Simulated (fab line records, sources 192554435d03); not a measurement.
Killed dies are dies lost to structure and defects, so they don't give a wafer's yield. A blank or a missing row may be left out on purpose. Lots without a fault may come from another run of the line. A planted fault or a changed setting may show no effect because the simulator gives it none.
Which tool did it? | flow n5_finfet | 9 lots, 27 wafers sampled, at 5 steps of a route of 1938

WHAT THE GAUGES READ, wafer by wafer
The record holds no reading of a measuring or inspecting step that can be judged against a usual standard deviation.

WHICH TOOL RAN EACH LOT (tool, then ch and the chambers of the sampled wafers, then the start)
lot  | N5_MIM_TOP_LITHO_DESCUM_10         | N5_MIM_TOP_ETCH_STRIP_01           | N5_PASSIVATION_PECVD_55         | N5_PASSIVATION_VIA_ETCH_13         | N5_PASSIVATION_PROBE_49
L126 | rie_diel-01 ch 0,3, day 12 04:28   | rie_diel-02 ch 0,2,3, day 12 04:41 | pecvd-04 ch 1, day 12 06:21     | rie_diel-06 ch 1,2, day 12 07:25   | -
L130 | rie_diel-04 ch 0,1,3, day 12 20:25 | rie_diel-06 ch 0,1,2, day 12 20:38 | pecvd-01 ch 0,1,2, day 12 22:10 | rie_diel-05 ch 0,1, day 12 23:46   | -
L133 | rie_diel-03 ch 0,1,3, day 14 00:55 | rie_diel-06 ch 0,2,3, day 14 01:23 | pecvd-04 ch 1,2, day 14 03:29   | rie_diel-05 ch 1,2,3, day 14 05:08 | -
L138 | rie_diel-03 ch 0,1,2, day 15 07:29 | rie_diel-05 ch 0,1,2, day 15 07:43 | pecvd-01 ch 0,2, day 15 10:11   | rie_diel-05 ch 1,2,3, day 15 13:22 | prober-02, day 15 20:04
L141 | rie_diel-03 ch 1,2, day 15 14:05   | rie_diel-05 ch 0,1,3, day 15 14:19 | pecvd-01 ch 0,2, day 15 15:59   | rie_diel-05 ch 0,2, day 15 16:45   | prober-02, day 16 01:59
L145 | rie_diel-04 ch 1,2, day 16 15:16   | rie_diel-02 ch 0,3, day 16 15:40   | pecvd-04 ch 1,2, day 16 18:08   | rie_diel-06 ch 0,2,3, day 16 22:20 | prober-01, day 17 07:20
L144 | rie_diel-04 ch 0,1,2, day 16 18:20 | rie_diel-02 ch 0,1,3, day 16 18:34 | pecvd-01 ch 0,1,2, day 16 20:01 | rie_diel-06 ch 0,2,3, day 16 21:46 | -
L143 | rie_diel-01 ch 1,3, day 16 22:40   | rie_diel-02 ch 0,2,3, day 16 22:55 | pecvd-02 ch 0,2, day 17 00:30   | rie_diel-06 ch 0,2,3, day 17 01:31 | prober-02, day 17 07:50
L147 | rie_diel-03 ch 0,1,3, day 17 16:29 | rie_diel-05 ch 1,2,3, day 17 16:46 | pecvd-04 ch 0,1, day 17 18:10   | rie_diel-02 ch 0,1,2, day 17 22:04 | prober-01, day 18 04:34
- N5_MIM_TOP_LITHO_DESCUM_10: chemistry O2, time 7.9 s.
- N5_MIM_TOP_ETCH_STRIP_01: strips in O2.
- N5_PASSIVATION_PECVD_55: deposits SiO2 from SiH4/N2O, target thk 400 nm, time 22.5 s.
- N5_PASSIVATION_VIA_ETCH_13: etches SiO2 in CHF3/O2, target depth 660 nm, time 330 s.
- N5_PASSIVATION_PROBE_49

WHAT THE TOOLS THEMSELVES READ (means of the sampled wafers that have a number; where no wafer has one, the mark that the record gives instead)
N5_MIM_TOP_LITHO_DESCUM_10. Usual: drypump_motor_current_A 5.6 A, standard deviation 0.41; oes_product_au 0.77 a.u., standard deviation 0.077; rf_vpp_V 243.4 V, standard deviation 1.2; showerhead_plenum_p_Torr 2.11 Torr, standard deviation 0.055; temp_c 40.02 C, standard deviation 0.12; throttle_valve_pct 20.38 %, standard deviation 0.23.
lot  | tool        | drypump_motor_current_A (A) | oes_product_au (a.u.) | rf_vpp_V (V) | showerhead_plenum_p_Torr (Torr) | temp_c (C) | throttle_valve_pct (%) | flag
L126 | rie_diel-01 | 5.9                         | 0.76                  | 242.7        | 2.12                            | 39.89      | 20.34                  |
L130 | rie_diel-04 | 6.0                         | 0.73                  | 242.6        | 2.12                            | 40.03      | 20.65                  |
L133 | rie_diel-03 | 5.5                         | 0.79                  | 243.9        | 2.14                            | 39.93      | 20.26                  |
L138 | rie_diel-03 | 5.3                         | 0.73                  | 244.2        | 2.11                            | 40.13      | 20.29                  |
L141 | rie_diel-03 | 5.3                         | 0.71                  | 242.7        | 2.07                            | 39.90      | 20.28                  |
L145 | rie_diel-04 | 6.1                         | 0.81                  | 241.8        | 2.07                            | 39.96      | 20.31                  |
L144 | rie_diel-04 | 6.0                         | 0.76                  | 243.7        | 2.07                            | 39.96      | 20.58                  |
L143 | rie_diel-01 | 5.8                         | 0.84                  | 244.7        | 2.17                            | 40.03      | 20.15                  |
L147 | rie_diel-03 | 5.5                         | 0.74                  | 243.1        | 2.13                            | 39.96      | 20.32                  |

N5_MIM_TOP_ETCH_STRIP_01. Usual: drypump_motor_current_A 5.6 A, standard deviation 0.51; oes_product_au 0.78 a.u., standard deviation 0.091; rf_vpp_V 3.8 V, standard deviation 1.4; showerhead_plenum_p_Torr 2.14 Torr, standard deviation 0.07; temp_c 60.02 C, standard deviation 0.12; throttle_valve_pct 16.70 %, standard deviation 0.27.
lot  | tool        | drypump_motor_current_A (A) | oes_product_au (a.u.) | rf_vpp_V (V) | showerhead_plenum_p_Torr (Torr) | temp_c (C) | throttle_valve_pct (%) | flag
L126 | rie_diel-02 | 5.2                         | 0.80                  | 3.8          | 2.18                            | 59.92      | 16.75                  |
L130 | rie_diel-06 | 5.9                         | 0.80                  | 3.6          | 2.08                            | 60.01      | 16.55                  |
L133 | rie_diel-06 | 5.8                         | 0.77                  | 4.1          | 2.06                            | 59.91      | 16.64                  |
L138 | rie_diel-05 | 5.6                         | 0.81                  | 3.8          | 2.16                            | 60.06      | 16.79                  |
L141 | rie_diel-05 | 5.8                         | 0.81                  | 1.6          | 2.17                            | 60.03      | 16.63                  |
L145 | rie_diel-02 | 5.3                         | 0.70                  | 3.6          | 2.16                            | 59.99      | 17.11                  |
L144 | rie_diel-02 | 5.4                         | 0.77                  | 4.0          | 2.18                            | 59.96      | 17.00                  |
L143 | rie_diel-02 | 5.2                         | 0.76                  | 3.4          | 2.17                            | 59.94      | 16.80                  |
L147 | rie_diel-05 | 5.4                         | 0.82                  | 4.2          | 2.13                            | 60.04      | 16.72                  |

N5_PASSIVATION_PECVD_55. Usual: heater_power_outer_w 416 W, standard deviation 87; heater_power_w 700 W, standard deviation 120; showerhead_plenum_p_Torr 8.23 Torr, standard deviation 0.083; throttle_valve_pct 51.1 %, standard deviation 2.1.
lot  | tool     | heater_power_outer_w (W) | heater_power_w (W) | showerhead_plenum_p_Torr (Torr) | throttle_valve_pct (%) | flag
L126 | pecvd-04 | 518                      | 793                | 8.15                            | 54.6                   |
L130 | pecvd-01 | 449                      | 732                | 8.23                            | 51.1                   |
L133 | pecvd-04 | 491                      | 781                | 8.20                            | 52.4                   |
L138 | pecvd-01 | 417                      | 646                | 8.21                            | 51.2                   |
L141 | pecvd-01 | 437                      | 711                | 8.27                            | 49.5                   |
L145 | pecvd-04 | 453                      | 725                | 8.25                            | 50.4                   |
L144 | pecvd-01 | 417                      | 705                | 8.23                            | 51.3                   |
L143 | pecvd-02 | 364                      | 666                | 8.32                            | 50.3                   |
L147 | pecvd-04 | 516                      | 811                | 8.17                            | 52.9                   |

N5_PASSIVATION_VIA_ETCH_13. Usual: bias_w 169.9 W, standard deviation 0.52; drypump_motor_current_A 5.8 A, standard deviation 0.54; etch_rf_on_time_s 236 s, standard deviation 6; oes_ar_750_au 0.78 a.u., standard deviation 0.083; oes_f_703_au 0.78 a.u., standard deviation 0.09; oes_product_au 0.71 a.u., standard deviation 0.079; rf_vpp_V 527 V, standard deviation 8.2; showerhead_plenum_p_Torr 2.45 Torr, standard deviation 0.084; throttle_valve_pct 18.86 %, standard deviation 0.24.
lot  | tool        | bias_w (W) | drypump_motor_current_A (A) | etch_rf_on_time_s (s) | oes_ar_750_au (a.u.) | oes_f_703_au (a.u.) | oes_product_au (a.u.) | rf_vpp_V (V) | showerhead_plenum_p_Torr (Torr) | throttle_valve_pct (%) | flag
L126 | rie_diel-06 | 170.5      | 6.4                         | 238                   | 0.86                 | 0.86                | 0.77                  | 523          | 2.47                            | 18.59                  |
L130 | rie_diel-05 | 169.6      | 5.9                         | 233                   | 0.77                 | 0.77                | 0.71                  | 532          | 2.37                            | 18.94                  |
L133 | rie_diel-05 | 170.2      | 5.4                         | 239                   | 0.73                 | 0.73                | 0.67                  | 528          | 2.46                            | 19.02                  |
L138 | rie_diel-05 | 179.0      | 5.4                         | 233                   | 0.73                 | 0.72                | 0.66                  | 550          | 2.46                            | 19.03                  | OFF
L141 | rie_diel-05 | 178.9      | 5.8                         | 222                   | 0.86                 | 0.87                | 0.79                  | 554          | 2.53                            | 18.95                  | OFF
L145 | rie_diel-06 | 170.1      | 5.8                         | 236                   | 0.75                 | 0.75                | 0.68                  | 524          | 2.36                            | 18.85                  |
L144 | rie_diel-06 | 170.2      | 5.8                         | 238                   | 0.75                 | 0.75                | 0.67                  | 525          | 2.36                            | 18.84                  |
L143 | rie_diel-06 | 170.0      | 5.8                         | 235                   | 0.74                 | 0.75                | 0.67                  | 525          | 2.36                            | 18.86                  |
L147 | rie_diel-02 | 170.1      | 5.3                         | 231                   | 0.79                 | 0.80                | 0.73                  | 527          | 2.51                            | 19.02                  |

N5_PASSIVATION_PROBE_49. Usual: defect_limited_yield 91.4 %, standard deviation 1.4; killed_at_M0_to_M3 31, standard deviation 10; killed_at_M4_up 14, standard deviation 5.6; killed_at_contacts 13, standard deviation 6.3; killed_at_front_end 39, standard deviation 10; killed_at_other 4, standard deviation 3.1; killed_dies 101, standard deviation 16; killed_open 65, standard deviation 13; killed_short 34, standard deviation 7.2; sort_bin_4_leakage 0.00 %, standard deviation 0.007; sort_bin_5_function 5.1 %, standard deviation 0.88; sort_bin_6_memory 3.2 %, standard deviation 0.66; sort_bin_8_speed 0.00 %, standard deviation 0.007; sort_n_pass 1079, standard deviation 16; sort_yield_pct 91.4 %, standard deviation 1.4.
lot  | tool      | defect_limited_yield (%) | killed_at_M0_to_M3 | killed_at_M4_up | killed_at_contacts | killed_at_front_end | killed_at_other | killed_dies | killed_open | killed_short | sort_bin_4_leakage (%) | sort_bin_5_function (%) | sort_bin_6_memory (%) | sort_bin_8_speed (%) | sort_n_pass | sort_yield_pct (%) | flag
L138 | prober-02 | 90.1                     | 34                 | 16              | 10                 | 47                  | 10              | 117         | 75          | 39           | 0.00                   | 5.7                     | 3.8                   | 0.00                 | 1063        | 90.1               |
L141 | prober-02 | 91.8                     | 22                 | 15              | 17                 | 40                  | 2               | 96          | 60          | 35           | 0.00                   | 4.7                     | 3.1                   | 0.00                 | 1084        | 91.8               |
L145 | prober-01 | 92.1                     | 36                 | 12              | 7                  | 36                  | 2               | 93          | 55          | 36           | 0.00                   | 4.8                     | 2.7                   | 0.00                 | 1087        | 92.1               |
L143 | prober-02 | 91.7                     | 22                 | 9               | 8                  | 55                  | 4               | 98          | 61          | 37           | 0.00                   | 5.2                     | 3.0                   | 0.00                 | 1082        | 91.7               |
L147 | prober-01 | 91.4                     | 16                 | 16              | 19                 | 45                  | 6               | 102         | 70          | 30           | 0.00                   | 5.0                     | 3.4                   | 0.00                 | 1078        | 91.4               |

THE ANSWER, worked out from the rows above alone
Rule: a lot is off if the mean of its wafers that have a number lies more than 3 standard deviations from the usual mean. A lot without any number at a reading at which 4 lots or more have one is off too. The other lots that the step has rows for count as sound. The gauges are gone through in route order, then the tools' own readings, and for those a lot's mean is taken as printed above. The first step at which some lot is off is used, and at that step the reading that is off furthest; a lot without a number counts as furthest.
Off: L138, L141, at N5_PASSIVATION_VIA_ETCH_13 (bias_w).
A tool fits if, at that step or a process step before it, it ran every lot that is off, and no sound lot after the first of them. One fits: rie_diel-05 at N5_PASSIVATION_VIA_ETCH_13. Its last sound lot is L133 (day 14 05:08), its first lot that is off L138 (day 15 13:22): a fault that began between those two fits.
The tool's own readings at N5_PASSIVATION_VIA_ETCH_13 bear it out: on the lots that are off they differ by more than 5 times the standard deviation of the sound lots' means. bias_w reads 178.9 W there against 170.1 W on the sound lots; rf_vpp_V reads 552 V there against 526 V on the sound lots.

WHAT THE SIMULATOR HAD PUT IN
Process parameter drift: rie_diel-05, from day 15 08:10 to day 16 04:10, at N5_PASSIVATION_VIA_ETCH_13. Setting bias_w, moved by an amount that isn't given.
Lots struck among those shown: L138, L141. The rule above found the same.
